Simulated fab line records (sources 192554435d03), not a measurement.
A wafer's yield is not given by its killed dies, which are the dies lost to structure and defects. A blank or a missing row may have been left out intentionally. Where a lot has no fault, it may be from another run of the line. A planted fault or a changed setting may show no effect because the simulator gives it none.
A lot that was struck, set against a sound lot    flow n5-finfet    37 out of 1938 route steps
Sound: wafers L772.3, L772.4, L772.6. Wafers struck: L775.1, L775.2, L775.6. Last of all comes the cause.
Each step with rows lists, per side, the tool, then ch with its chambers, then its first start. Under that, the readings that differ: sound wafers    struck wafers    difference of the means    sigmas: that difference in standard deviations of wafers without a fault.
alike: words and numbers the same on both sides, and readings whose means are apart by under 2 such deviations; not compared: readings that were withheld, readings missing a value for some wafer, numbers with overlapping values and no deviation given by the record, and bounds like >300 which may hide the same value.
Wherever a step has rows on one side only, a row that says differs or no value, or a row with sigmas, the two part there. When numbers do not overlap yet have no deviation, they are printed without sigmas and do not part them. A reading missing from all wafers of one side parts the sides only when that side holds two or more wafers.

first, 11 steps without rows for these wafers: N5_FIN_SAQP_SPACER1_ALD_24 (deposits SiO2, target thk 20.3 nm, pulse time 1 s, purge time 2 s); N5_FIN_SAQP_SPACER1_ETCHBACK_25 (etches SiO2 in CHF3/O2, target depth 24.4 nm, time 12.2 s); N5_FIN_SAQP_MANDREL1_REMOVE_56 (chemistry HBr/Cl2/O2, target a-Si, stops on SiNx, bt time 10 s); N5_FIN_SAQP_ETCH_57 (etches SiNx in CH3F/O2, target depth 32.5 nm, time 46.4 s); N5_FIN_SAQP_ETCH_65 (etches SiO2 in CF4, target depth 4 nm, time 4.4 s); N5_FIN_SAQP_MANDREL_ETCH_58 (etches a-Si in HBr/Cl2, stops on SiNx, target depth 45 nm, bt time 10 s, time 27 s); N5_FIN_SAQP_RECESS_63 (chemistry HF/NH3, target SiO2, target depth 18 nm, afs cycles 3, sublimation time 60 s); N5_FIN_SAQP_COAT_68 (time 60 s, resist thk 100 nm); N5_FIN_SAQP_ETCH_69 (etches SOC in N2/H2, stops on SiNx, target depth 150 nm); N5_FIN_SAQP_ETCH_67 (etches SiNx in CH3F/O2, target depth 30 nm); N5_FIN_SAQP_STRIP_70 (strips in N2/H2).
N5_FIN_SAQP_RECESS_71: chemistry HF/NH3, target SiO2, target depth 3 nm, afs cycles 1, sublimation time 60 s.
  sound on vapor-etch-02 ch 0,1, day 5 14:08; struck on vapor-etch-01 ch 0,1, day 6 06:44
  alike: drypump-motor-current-A
then, 11 steps without rows for these wafers: N5_FIN_SAQP_SPACER2_ALD_28 (deposits SiO2, target thk 8.1 nm, pulse time 1 s, purge time 2 s); N5_FIN_SAQP_SPACER2_ETCHBACK_29 (etches SiO2 in CHF3/O2, target depth 12.2 nm, time 6.1 s); N5_FIN_SAQP_MANDREL2_REMOVE_60 (chemistry HBr/Cl2/O2, target a-Si, stops on SiNx, bt time 10 s); N5_FIN_SAQP_HM_OPEN_33 (chemistry CH3F/O2, target SiNx, target depth 49.4 nm, time 70.6 s); N5_FIN_SAQP_ETCH_34 (etches SiO2 in C4F6/O2, target depth 45 nm, time 15 s); N5_FIN_SAQP_STRIP_77 (strips in N2/H2, time 90 s); N5_FIN_SAQP_ETCH_64 (etches SiO2 in CF4, target depth 1.5 nm); N5_FIN_SAQP_FIN_ETCH_36 (etches the open film in HBr/Cl2/O2, target depth 120 nm, time 50.4 s); N5_FIN_SAQP_PRECLEAN_38 (cleans in O3/DIW, time 45 s); N5_FIN_SAQP_PRECLEAN_45 (cleans in dHF, time 10 s); N5_FIN_SAQP_SRD_39 (time 30 s).
N5_FIN_SAQP_INSPECT_40: inspects for defects (brightfield).
  struck on defect-inspect-02, day 6 08:02; sound on defect-inspect-02, day 5 15:21
reading           sound        struck          difference  sigmas
raw-defect-count  259 284 197  1462 1401 1365  +1163       +15
then, 9 steps without rows for these wafers: N5_FIN_CUT_COAT_18 (time 60 s, resist thk 230 nm); N5_FIN_CUT_COAT_19 (time 60 s, resist thk 20 nm); N5_FIN_CUT_COAT_29 (time 60 s, resist thk 10 nm); N5_FIN_CUT_COAT_02 (resist thk 30 nm); N5_FIN_CUT_EBR_04; N5_FIN_CUT_SOFTBAKE_03 (time 60 s); N5_FIN_CUT_EXPOSE_05 (exposes mask FIN CUT); N5_FIN_CUT_PEB_06 (peb time 60 s); N5_FIN_CUT_DEVELOP_07 (develop time 30 s).
N5_FIN_CUT_INSPECT_10: inspects for defects (brightfield).
  struck on defect-inspect-02, day 6 08:26; sound on defect-inspect-02, day 5 15:54
reading           sound     struck          difference  sigmas
raw-defect-count  46 48 49  1175 1138 1141  +1104       +92
then, 1 step without rows for these wafers: N5_FIN_CUT_DESCUM_13 (chemistry O2, time 7 s).
-- a jump in the record: the struck wafers' starts before and after are 8 days apart (it breaks off in module FIN_CUT and resumes in module BEOL_M4, where the first step shown is number 1111 of the route) --
N5_BEOL_M4_RC_MEAS_101:
  sound on prober-02 ch 0, day 11 14:09; struck on prober-01 ch 0, day 14 08:09
reading         sound           struck          difference  sigmas
IOFF_N (nA/um)  0.13 0.18 0.12  0.17 0.22 0.23  +0.06       +2
VT_P (mV)       -252 -254 -254  -249 -244 -245  +7          +2
  alike: DIBL_N, DIBL_P, IOFF_P, ION_N, ION_P, SS_N, SS_P, VT_N
-- record jumps: 4 days separate the struck wafers' starts on either side; left off in module BEOL_M4, taken up again in module PASSIVATION, whose first shown step is the route's number 1936 --
N5_PASSIVATION_PROBE_49:
  struck on prober-02, day 18 17:23; sound on prober-01, day 16 06:37
reading                   sound  struck          difference  sigmas
defect-limited-yield (%)  92.0   80.9 79.9 80.9  -11.4       -8
killed-at-front-end       23     141 161 165     +133        +11
killed-dies               94     225 237 225     +135        +8
killed-on-rim             16     33 36 31        +17         +4
sort_bin_5_function (%)   4.7    11.7 11.7 11.6  +7.0        +7
sort-n-pass               1086   955 943 955     -135        -8
sort-yield-pct (%)        92.0   80.9 79.9 80.9  -11.4       -8
  alike: killed_at_M0_to_M3, killed_at_M4_up, killed-at-contacts, killed-at-other, killed-open, killed-short, sort_bin_6_memory

## WHERE THEY PART
Last at N5_PASSIVATION_PROBE_49 as far as this record goes, first at N5_FIN_SAQP_INSPECT_40.

WHY: what the simulator had put in
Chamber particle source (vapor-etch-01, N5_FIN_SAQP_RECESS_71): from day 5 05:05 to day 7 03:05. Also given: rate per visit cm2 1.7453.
